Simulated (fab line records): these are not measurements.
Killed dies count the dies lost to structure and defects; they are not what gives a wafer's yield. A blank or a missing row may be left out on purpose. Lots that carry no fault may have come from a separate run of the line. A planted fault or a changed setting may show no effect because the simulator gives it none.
fab line records ; flow n5-finfet
record lots=7; wafers=21
route steps=1938 shown BEOL_M13@1705 BEOL_M15@1801 MIM_BOT@1833 PASS1_CAP@1873 TV_LITHO@1875 TV_OPEN@1887 PASSIVATION@1929
start-h: the number of hours between the record's first day and the start of the first shown wafer of the lot ; wait-h: hours since the lot's step before ; " identical to the entry in the row above ; L1.1+2: several wafers, shown together as one row ; - no value present, or no start provided ; * or withheld: withheld ; < > ~ a bound
route shown NAME@n: NAME is a module with steps in the file, n the number in the route of the first one ; usual: mean/standard deviation of fault-free wafers ; same: alike in all rows ; chamber/n: place in a boat ; sites: readings site by site ; _std_site: their standard deviation ; _edge_site: inner sites' mean taken away from outer sites' mean ; radius-mm: how far each site lies from the wafer's centre ; mask NAME#n: copy n ; behind: the most recent tool/chamber to have shaped the wafer ; hold: reason for holding the lot/hours on hold/outcome of the hold ; device: the n, p or np transistor that did not switch ; end of line: at the end of the route, the tests of the same wafers ; a step with no rows: only its recipe ; killed: count of dies lost to structure and defects at first sort (not the wafer's yield) ; map: dies across one wafer; x = killed, . = not, _ = none there
set.NAME: the setting the step ran with; set.NAME@STEP: the setting that earlier step ran with ; model.NAME: the simulator's own value behind a step, which no gauge read
lots whose settings were changed on purpose; a table a step, a row a wafer
## steps
# step N5_BEOL_M13_SPUTTER_43
# recipe material=TaN; target-thk-a=150; temp-c=50; bias-v=168.6; power-w=15000; chamber-pressure-pa=0.12; time-s=24.19
lot.wafer;tool;chamber;start-h;wait-h;set.time-s;model.TaN_of_BEOL_M13_SPUTTER_43.thk-nm
L075.1;pvd-sputter-03;-;231.22;0.0;26.91;16.6
L075.5+6;pvd-sputter-03;-;231.22;0.0;24.19;15
L079.2;pvd-sputter-03;-;260.55;0.0;24.19;14.8
L079.4;pvd-sputter-03;-;260.55;0.0;24.19;15
L079.6;pvd-sputter-03;-;260.55;0.0;23.14;14.4
L078.3;pvd-sputter-01;-;264.51;0.0;24.19;14.8
L078.5;pvd-sputter-01;-;264.51;0.0;24.19;15
L078.6;pvd-sputter-01;-;264.51;0.0;27.18;16.8
L085.1;pvd-sputter-01;-;303.59;0.0;24.19;15
L085.2;pvd-sputter-01;-;303.59;0.0;24.19;14.8
L085.3;pvd-sputter-01;-;303.59;0.0;24.19;15.2
L091.3+4+5;pvd-sputter-03;-;346.12;0.0;24.19;14.8
L093.3;pvd-sputter-02;-;360.34;0.0;24.19;15.6
L093.4+5;pvd-sputter-02;-;360.34;0.0;24.19;15.2
L092.2+5;pvd-sputter-03;-;361.24;0.0;24.19;14.8
L092.3;pvd-sputter-03;-;361.24;0.0;24.19;15
# step N5_BEOL_M13_SPUTTER_44
# recipe material=Ta; target-thk-a=100; temp-c=50; bias-v=80; power-w=15000; chamber-pressure-pa=0.07; time-s=16.13
lot.wafer;tool;chamber;start-h;wait-h;set.power-w;model.Ta_of_BEOL_M13_SPUTTER_44.thk-nm
L075.1;pvd-sputter-03;-;231.30;0.0;13420;9.2
L075.5+6;pvd-sputter-03;-;231.30;0.0;13420;9
L079.2;pvd-sputter-03;-;260.63;0.0;16090;10.8
L079.4+6;pvd-sputter-03;-;260.63;0.0;15000;10
L078.3;pvd-sputter-01;-;264.59;0.0;13730;9.2
L078.5;pvd-sputter-01;-;264.59;0.0;15000;10.2
L078.6;pvd-sputter-01;-;264.59;0.0;13730;9.4
L085.1+3;pvd-sputter-01;-;303.67;0.0;16000;10.8
L085.2;pvd-sputter-01;-;303.67;0.0;15000;10.2
L091.3;pvd-sputter-03;-;346.20;0.0;15000;10.2
L091.4;pvd-sputter-03;-;346.20;0.0;15000;10.4
L091.5;pvd-sputter-03;-;346.20;0.0;13280;9
L093.3;pvd-sputter-02;-;360.42;0.0;12840;8.4
L093.4+5;pvd-sputter-02;-;360.42;0.0;15000;10
L092.2+5;pvd-sputter-03;-;361.32;0.0;15000;10
L092.3;pvd-sputter-03;-;361.32;0.0;15000;10.2
# step N5_BEOL_M15_PEB_26
# recipe peb-temp-c=130; peb-time-s=90
lot.wafer;tool;chamber;start-h;wait-h;set.peb-temp-c
L075.1+5+6;litho-track-02;0;239.07;0.1;130
L079.2;litho-track-02;0;268.15;0.0;132.3
L079.4+6;litho-track-02;0;268.15;0.0;130
L078.3+5+6;litho-track-05;0;272.21;0.0;133.3
L085.1+2+3;litho-track-04;0;311.91;0.1;130
L091.3;litho-track-04;0;356.00;0.0;130
L091.4+5;litho-track-04;0;356.00;0.0;127.1
L093.3;litho-track-04;0;371.96;0.0;130
L093.4+5;litho-track-04;0;371.96;0.0;128.4
L092.2+3+5;litho-track-05;0;372.86;0.0;130
# step N5_BEOL_M15_DEVELOP_27
# recipe develop-time-s=45; rinse-liquid=diw; dry=air-spin; dev-temp-c=21
# step N5_BEOL_M15_HARDBAKE_32
# recipe temp-c=130; time-s=120
# step N5_BEOL_M15_CD_MEAS_28
# recipe target-cd-nm=407.6; landing-energy-ev=500; detector=se-inlens
# usual cd-nm=407.3/2.3
lot.wafer;tool;chamber;start-h;wait-h;set.peb-temp-c@BEOL_M15_PEB_26;cd-nm
L075.1;cd-sem-03;0;239.18;-;130;407.4
L075.5;cd-sem-03;0;239.18;-;130;402.9
L075.6;cd-sem-03;0;239.18;-;130;405.9
L079.2;cd-sem-03;0;268.26;-;132.3;414.9
L079.4;cd-sem-03;0;268.26;-;130;407.4
L079.6;cd-sem-03;0;268.26;-;130;407.9
L078.3;cd-sem-03;0;272.33;-;133.3;419.6
L078.5;cd-sem-03;0;272.33;-;133.3;417.6
L078.6;cd-sem-03;0;272.33;-;133.3;419.8
L085.1;cd-sem-03;0;312.02;-;130;406.3
L085.2;cd-sem-03;0;312.02;-;130;405.5
L085.3;cd-sem-03;0;312.02;-;130;404.8
L091.3;cd-sem-03;0;356.12;-;130;407.2
L091.4;cd-sem-03;0;356.12;-;127.1;390.7
L091.5;cd-sem-03;0;356.12;-;127.1;390.9
L093.3;cd-sem-03;0;372.08;-;130;407.6
L093.4;cd-sem-03;0;372.08;-;128.4;398.2
L093.5;cd-sem-03;0;372.08;-;128.4;398.7
L092.2;cd-sem-02;0;372.98;-;130;410.2
L092.3;cd-sem-02;0;372.98;-;130;410.5
L092.5;cd-sem-02;0;372.98;-;130;409.8
# step N5_BEOL_M15_DESCUM_33
# recipe chemistry=O2; time-s=7.9; source-power-w=50; bias-power-w=20; pressure-mtorr=20; rf-frequency-hz=2.712e+07; temp-c=40; o2-flow-sccm=225
lot.wafer;tool;chamber;start-h;wait-h;set.peb-temp-c@BEOL_M15_PEB_26;model.BEOL_M15.cd-nm
L075.1;rie-diel-01;3;239.27;0.0;130;407.4
L075.5;rie-diel-01;1;239.27;0.0;130;402.8
L075.6;rie-diel-01;2;239.27;0.0;130;406
L079.2;rie-diel-03;2;268.46;0.1;132.3;414.8
L079.4;rie-diel-03;0;268.46;0.1;130;407.2
L079.6;rie-diel-03;1;268.46;0.1;130;407.6
L078.3+6;rie-diel-03;1;272.41;0.0;133.3;419.6
L078.5;rie-diel-03;2;272.41;0.0;133.3;417.4
L085.1;rie-diel-03;1;312.26;0.2;130;406.2
L085.2;rie-diel-03;2;312.26;0.2;130;405.2
L085.3;rie-diel-03;0;312.26;0.2;130;404.8
L091.3;rie-diel-04;2;356.27;0.1;130;407.2
L091.4;rie-diel-04;1;356.27;0.1;127.1;390.4
L091.5;rie-diel-04;2;356.27;0.1;127.1;390.6
L093.3;rie-diel-04;0;372.68;0.6;130;407.6
L093.4;rie-diel-04;2;372.68;0.6;128.4;398.2
L093.5;rie-diel-04;3;372.68;0.6;128.4;398.6
L092.2;rie-diel-01;0;373.99;1.0;130;410
L092.3;rie-diel-01;2;373.99;1.0;130;410.4
L092.5;rie-diel-01;0;373.99;1.0;130;409.6
# step N5_BEOL_M15_ETCH_61
# recipe chemistry=N2/H2; target=BARC; target-depth-a=890; overetch-a=267; time-s=67.9; ion-energy-ev=200; pressure-mtorr=30; source-w=840; bias-w=150; n2-flow-sccm=200; h2-flow-sccm=200
lot.wafer;tool;chamber;start-h;wait-h;set.peb-temp-c@BEOL_M15_PEB_26;model.BEOL_M15.cd-nm
L075.1;rie-diel-01;3;239.30;0.0;130;400.4
L075.5;rie-diel-01;1;239.30;0.0;130;395.8
L075.6;rie-diel-01;2;239.30;0.0;130;398.8
L079.2;rie-diel-03;2;268.50;0.0;132.3;406.8
L079.4;rie-diel-03;0;268.50;0.0;130;400
L079.6;rie-diel-03;1;268.50;0.0;130;401
L078.3+6;rie-diel-03;1;272.45;0.0;133.3;412.6
L078.5;rie-diel-03;2;272.45;0.0;133.3;409.4
L085.1;rie-diel-03;1;312.29;0.0;130;399
L085.2;rie-diel-03;2;312.29;0.0;130;397
L085.3;rie-diel-03;0;312.29;0.0;130;397.2
L091.3;rie-diel-04;2;356.30;0.0;130;398.8
L091.4;rie-diel-04;1;356.30;0.0;127.1;382.6
L091.5;rie-diel-04;2;356.30;0.0;127.1;382.4
L093.3;rie-diel-04;0;372.72;0.0;130;400
L093.4;rie-diel-04;2;372.72;0.0;128.4;390
L093.5;rie-diel-04;3;372.72;0.0;128.4;391.6
L092.2;rie-diel-01;0;374.03;0.0;130;401
L092.3;rie-diel-01;2;374.03;0.0;130;402.6
L092.5;rie-diel-01;0;374.03;0.0;130;400
# step N5_BEOL_M15_TRENCH_ETCH_34
# recipe chemistry=C4F8/O2/Ar; target=SiO2; target-depth-a=8729.3; he-inner-torr=15; he-outer-torr=30; time-s=199; ion-energy-ev=800; pressure-mtorr=20; source-w=1905; bias-w=2040; Ar_flow_sccm=400; C4F8_flow_sccm=16; O2_flow_sccm=12
lot.wafer;tool;chamber;start-h;wait-h;set.peb-temp-c@BEOL_M15_PEB_26;model.BEOL_M15.cd-nm
L075.1;rie-diel-01;3;239.36;0.0;130;401
L075.5;rie-diel-01;1;239.36;0.0;130;395.6
L075.6;rie-diel-01;2;239.36;0.0;130;398.6
L079.2;rie-diel-03;2;268.55;0.0;132.3;406.4
L079.4;rie-diel-03;0;268.55;0.0;130;400
L079.6;rie-diel-03;1;268.55;0.0;130;401.2
L078.3;rie-diel-03;1;272.50;0.0;133.3;412.4
L078.5;rie-diel-03;2;272.50;0.0;133.3;408.8
L078.6;rie-diel-03;1;272.50;0.0;133.3;413
L085.1;rie-diel-03;1;312.34;0.0;130;399.2
L085.2;rie-diel-03;2;312.34;0.0;130;397.2
L085.3;rie-diel-03;0;312.34;0.0;130;398
L091.3;rie-diel-04;2;356.35;0.0;130;398.2
L091.4;rie-diel-04;1;356.35;0.0;127.1;382.2
L091.5;rie-diel-04;2;356.35;0.0;127.1;381.8
L093.3;rie-diel-04;0;372.77;0.0;130;400.2
L093.4;rie-diel-04;2;372.77;0.0;128.4;389.6
L093.5;rie-diel-04;3;372.77;0.0;128.4;392
L092.2;rie-diel-01;0;374.08;0.0;130;400.4
L092.3;rie-diel-01;2;374.08;0.0;130;402
L092.5;rie-diel-01;0;374.08;0.0;130;399.6
# step N5_MIM_BOT_SPUTTER_00
# recipe material=TiN; target-thk-a=350; temp-c=200; power-w=3000; chamber-pressure-pa=0.49996; gas=Ar; reactive-partial-pa=0.37997; time-s=89.7
lot.wafer;tool;chamber;start-h;wait-h;set.chamber-pressure-pa;model.TiN_of_MIM_BOT_SPUTTER_00.thk-nm
L075.1+6;pvd-sputter-02;-;244.56;0.0;0.5686;33.8
L075.5;pvd-sputter-02;-;244.56;0.0;0.5686;33.4
L079.2+6;pvd-sputter-03;-;273.31;0.0;0.4501;35.4
L079.4;pvd-sputter-03;-;273.31;0.0;0.4501;35.2
L078.3;pvd-sputter-02;-;277.52;0.0;0.5748;34.6
L078.5;pvd-sputter-02;-;277.52;0.0;0.5748;34.4
L078.6;pvd-sputter-02;-;277.52;0.0;0.5748;34.2
L085.1;pvd-sputter-01;-;320.03;0.0;0.4723;35.4
L085.2;pvd-sputter-01;-;320.03;0.0;0.4723;34.6
L085.3;pvd-sputter-01;-;320.03;0.0;0.4723;34.8
L091.3+4;pvd-sputter-03;-;367.45;0.0;0.44;35.6
L091.5;pvd-sputter-03;-;367.45;0.0;0.44;35.4
L093.3;pvd-sputter-02;-;377.07;0.0;0.5391;34.4
L093.4;pvd-sputter-02;-;377.07;0.0;0.5391;34.6
L093.5;pvd-sputter-02;-;377.07;0.0;0.5391;34.8
L092.2+5;pvd-sputter-03;-;380.37;0.0;0.49996;35.2
L092.3;pvd-sputter-03;-;380.37;0.0;0.49996;34.8
# step N5_PASSIVATION_PECVD_55
# recipe material=SiO2; target-thk-a=4000; temp-c=400; precursor=SiH4/N2O; pressure-torr=2.7; rf-w=608; time-s=22.5
lot.wafer;tool;chamber;start-h;wait-h;set.time-s;model.SiO2_of_PASSIVATION_PECVD_55.thk-nm
L075.1;pecvd-03;1;248.48;0.0;22.5;397
L075.5;pecvd-03;0;248.48;0.0;22.5;401.6
L075.6;pecvd-03;2;248.48;0.0;21.14;377
L079.2;pecvd-02;1;276.84;0.0;20.4;367.4
L079.4;pecvd-02;1;276.84;0.0;22.5;409.8
L079.6;pecvd-02;0;276.84;0.0;22.5;410.6
L078.3;pecvd-02;2;282.10;0.0;22.5;398
L078.5;pecvd-02;1;282.10;0.0;22.5;407
L078.6;pecvd-02;0;282.10;0.0;20.04;359
L085.1;pecvd-01;2;323.67;0.0;23.54;409.6
L085.2;pecvd-01;0;323.67;0.0;23.54;409.2
L085.3;pecvd-01;1;323.67;0.0;22.5;394.4
L091.3;pecvd-03;1;370.67;0.0;22.5;395
L091.4;pecvd-03;2;370.67;0.0;22.5;405
L091.5;pecvd-03;1;370.67;0.0;22.5;398.8
L093.3;pecvd-01;1;382.07;0.0;25.04;439.6
L093.4;pecvd-01;0;382.07;0.0;22.5;401.6
L093.5;pecvd-01;1;382.07;0.0;25.04;446.6
L092.2;pecvd-03;1;384.06;0.0;22.5;396.2
L092.3;pecvd-03;2;384.06;0.0;22.5;401.2
L092.5;pecvd-03;1;384.06;0.0;22.5;401.8
# step N5_PASSIVATION_PECVD_01
# recipe material=SiNx; target-thk-a=2000; temp-c=400; precursor=SiH4/NH3/N2; pressure-torr=4.9; rf-w=1406; time-s=43.2
# step N5_PASSIVATION_HMDS_03
# recipe time-s=60; temp-c=120
# step N5_PASSIVATION_DESCUM_12
# recipe chemistry=O2; time-s=7.9; source-power-w=50; bias-power-w=20; pressure-mtorr=20; rf-frequency-hz=2.712e+07; temp-c=40; o2-flow-sccm=225
# step N5_PASSIVATION_PASS_ETCH_74
# recipe chemistry=CF4/O2; target=SiNx; target-depth-a=2200; time-s=110; ion-energy-ev=100; pressure-mtorr=40; source-w=535; bias-w=49; Ar_flow_sccm=100; cf4-flow-sccm=100; O2_flow_sccm=10
# step N5_PASSIVATION_VIA_ETCH_13
# recipe chemistry=CHF3/O2; target=SiO2; target-depth-a=6600; CHF3_flow_sccm=50; O2_flow_sccm=5; Ar_flow_sccm=200; time-s=330; mask-material=PR; pressure-mtorr=30; source-w=650; bias-w=170; ion-energy-ev=200; ends=cleared
# usual etch-rf-on-time-s=234/5
lot.wafer;tool;chamber;start-h;wait-h;set.time-s@PASSIVATION_PECVD_55;etch-rf-on-time-s
L075.1;rie-diel-04;3;249.39;0.0;22.5;235
L075.5;rie-diel-04;2;249.39;0.0;22.5;237
L075.6;rie-diel-04;1;249.39;0.0;21.14;224
L079.2;rie-diel-03;1;277.49;0.0;20.4;209
L079.4;rie-diel-03;2;277.49;0.0;22.5;238
L079.6;rie-diel-03;1;277.49;0.0;22.5;234
L078.3;rie-diel-03;0;284.51;0.0;22.5;225
L078.5;rie-diel-03;1;284.51;0.0;22.5;234
L078.6;rie-diel-03;2;284.51;0.0;20.04;210
L085.1;rie-diel-04;0;325.08;0.0;23.54;235
L085.2;rie-diel-04;2;325.08;0.0;23.54;244
L085.3;rie-diel-04;1;325.08;0.0;22.5;234
L091.3;rie-diel-03;1;372.50;0.0;22.5;227
L091.4;rie-diel-03;3;372.50;0.0;22.5;233
L091.5;rie-diel-03;1;372.50;0.0;22.5;229
L093.3;rie-diel-04;0;383.27;0.0;25.04;252
L093.4;rie-diel-04;3;383.27;0.0;22.5;231
L093.5;rie-diel-04;1;383.27;0.0;25.04;269
L092.2;rie-diel-03;1;388.62;0.0;22.5;228
L092.3;rie-diel-03;0;388.62;0.0;22.5;229
L092.5;rie-diel-03;3;388.62;0.0;22.5;231
# step N5_PASSIVATION_PASS_ETCH_47
# recipe chemistry=CF4/O2; target=SiNx; target-depth-a=7700; time-s=385; ion-energy-ev=100; pressure-mtorr=40; source-w=535; bias-w=49; Ar_flow_sccm=100; cf4-flow-sccm=100; O2_flow_sccm=10
lot.wafer;tool;chamber;start-h;wait-h;set.source-w;model.etch.depth-nm
L075.1;rie-diel-06;2;253.36;0.0;485.4;710
L075.5;rie-diel-06;2;253.36;0.0;535;775.7
L075.6;rie-diel-06;1;253.36;0.0;485.4;738.9
L079.2;rie-diel-02;0;281.17;0.0;535;780.4
L079.4;rie-diel-02;0;281.17;0.0;535;785
L079.6;rie-diel-02;3;281.17;0.0;535;772.6
L078.3;rie-diel-02;3;288.52;0.0;467.1;684.1
L078.5;rie-diel-02;3;288.52;0.0;535;773.9
L078.6;rie-diel-02;2;288.52;0.0;535;759.4
L085.1;rie-diel-06;1;328.46;0.0;535;808.6
L085.2;rie-diel-06;0;328.46;0.0;535;770.6
L085.3;rie-diel-06;2;328.46;0.0;535;794.1
L091.3;rie-diel-05;1;376.08;0.0;535;771.2
L091.4;rie-diel-05;3;376.08;0.0;535;756.4
L091.5;rie-diel-05;2;376.08;0.0;499.2;688.2
L093.3;rie-diel-05;0;386.99;0.0;563.4;772.2
L093.4;rie-diel-05;1;386.99;0.0;535;771.3
L093.5;rie-diel-05;0;386.99;0.0;563.4;769.7
L092.2;rie-diel-06;2;392.73;0.0;535;790.9
L092.3;rie-diel-06;3;392.73;0.0;535;775.9
L092.5;rie-diel-06;0;392.73;0.0;535;777.8
## key
split step=N5_BEOL_M13_SPUTTER_43; setting=time-s; stated=24.19; by=wafer
response step=N5_BEOL_M13_SPUTTER_43; reading=model.TaN_of_BEOL_M13_SPUTTER_43.thk-nm; change=+0.146; per=1%; r=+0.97
split step=N5_BEOL_M13_SPUTTER_44; setting=power-w; stated=15000; by=wafer
response step=N5_BEOL_M13_SPUTTER_44; reading=model.Ta_of_BEOL_M13_SPUTTER_44.thk-nm; change=+0.109; per=1%; r=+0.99
split step=N5_BEOL_M15_PEB_26; setting=peb-temp-c; stated=130; by=wafer
response step=N5_BEOL_M15_CD_MEAS_28; reading=cd-nm; change=+6.29; per=1%; r=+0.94
response step=N5_BEOL_M15_DESCUM_33; reading=model.BEOL_M15.cd-nm; change=+6.41; per=1%; r=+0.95
response step=N5_BEOL_M15_ETCH_61; reading=model.BEOL_M15.cd-nm; change=+6.11; per=1%; r=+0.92
response step=N5_BEOL_M15_TRENCH_ETCH_34; reading=model.BEOL_M15.cd-nm; change=+6.03; per=1%; r=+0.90
split step=N5_MIM_BOT_SPUTTER_00; setting=chamber-pressure-pa; stated=0.49996; by=lot
response step=N5_MIM_BOT_SPUTTER_00; reading=model.TiN_of_MIM_BOT_SPUTTER_00.thk-nm; change=-0.0515; per=1%; r=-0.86
split step=N5_PASSIVATION_PECVD_55; setting=time-s; stated=22.5; by=wafer
response step=N5_PASSIVATION_PECVD_55; reading=model.SiO2_of_PASSIVATION_PECVD_55.thk-nm; change=+3.95; per=1%; r=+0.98
response step=N5_PASSIVATION_VIA_ETCH_13; reading=etch-rf-on-time-s; change=*; per=1%; r=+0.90
split step=N5_PASSIVATION_PASS_ETCH_47; setting=source-w; stated=535; by=wafer
response step=N5_PASSIVATION_PASS_ETCH_47; reading=model.etch.depth-nm; change=+6.34; per=1%; r=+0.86
